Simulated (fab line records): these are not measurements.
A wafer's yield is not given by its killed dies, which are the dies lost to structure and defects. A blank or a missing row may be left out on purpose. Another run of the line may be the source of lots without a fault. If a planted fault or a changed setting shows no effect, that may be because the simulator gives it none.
Chamber matching | flow n5 finfet | N5_BEOL_M11_STRIP_36 on rie diel-04: 4 sister chambers
The step strips in N2/H2. 8 wafers are shown with their chamber, then 12 later ones without.

## WAFERS, EACH WITH ITS CHAMBER
wafer  | chamber | drypump motor current A (A) | showerhead plenum p Torr (Torr)
L084.5 | 3       | 5.9                         | 2.67
L084.6 | 0       | 5.1                         | 2.41
L082.1 | 1       | 5.2                         | 2.54
L089.3 | 1       | 5.3                         | 2.53
L089.5 | 2       | 6.1                         | 2.48
L093.1 | 0       | 5.1                         | 2.40
L093.2 | 3       | 5.9                         | 2.66
L093.3 | 2       | 6.1                         | 2.48

## WAFERS WITHOUT THEIR CHAMBER
wafer  | drypump motor current A (A) | showerhead plenum p Torr (Torr)
L093.4 | 5.2                         | 2.53
L093.5 | 5.2                         | 2.53
L093.6 | 5.2                         | 2.40
L096.1 | 5.9                         | 2.66
L096.3 | 6.2                         | 2.48
L096.5 | 5.1                         | 2.40
L092.1 | 6.1                         | 2.48
L092.3 | 5.2                         | 2.40
L092.6 | 6.1                         | 2.48
L095.3 | 5.9                         | 2.66
L095.5 | 5.2                         | 2.53
L095.6 | 5.2                         | 2.40

## CHAMBER TAKEN BY EACH
wafer  | from the rows above | in truth
L093.4 | 1                   | 1
L093.5 | 1                   | 1
L093.6 | 0                   | 0
L096.1 | 3                   | 3
L096.3 | 2                   | 2
L096.5 | 0                   | 0
L092.1 | 2                   | 2
L092.3 | 0                   | 0
L092.6 | 2                   | 2
L095.3 | 3                   | 3
L095.5 | 1                   | 1
L095.6 | 0                   | 0
12 of 12 placed correctly. From these rows, 0 cannot be placed. Placed wrongly: 0.
How it was worked out, from the rows above alone: a wafer's distance from a chamber is the root of the sum, over the readings, of the square of ((its reading less the chamber's mean) divided by the reading's scatter). The wafer belongs to the nearest chamber; if the next one is less than 2 further off, it can't be placed. Each chamber's mean is taken over the wafers shown for it. How the scatter is found: for the shown wafers, subtract from each reading the mean of its chamber, square and add these, divide the total by (wafers less chambers), then take the root.
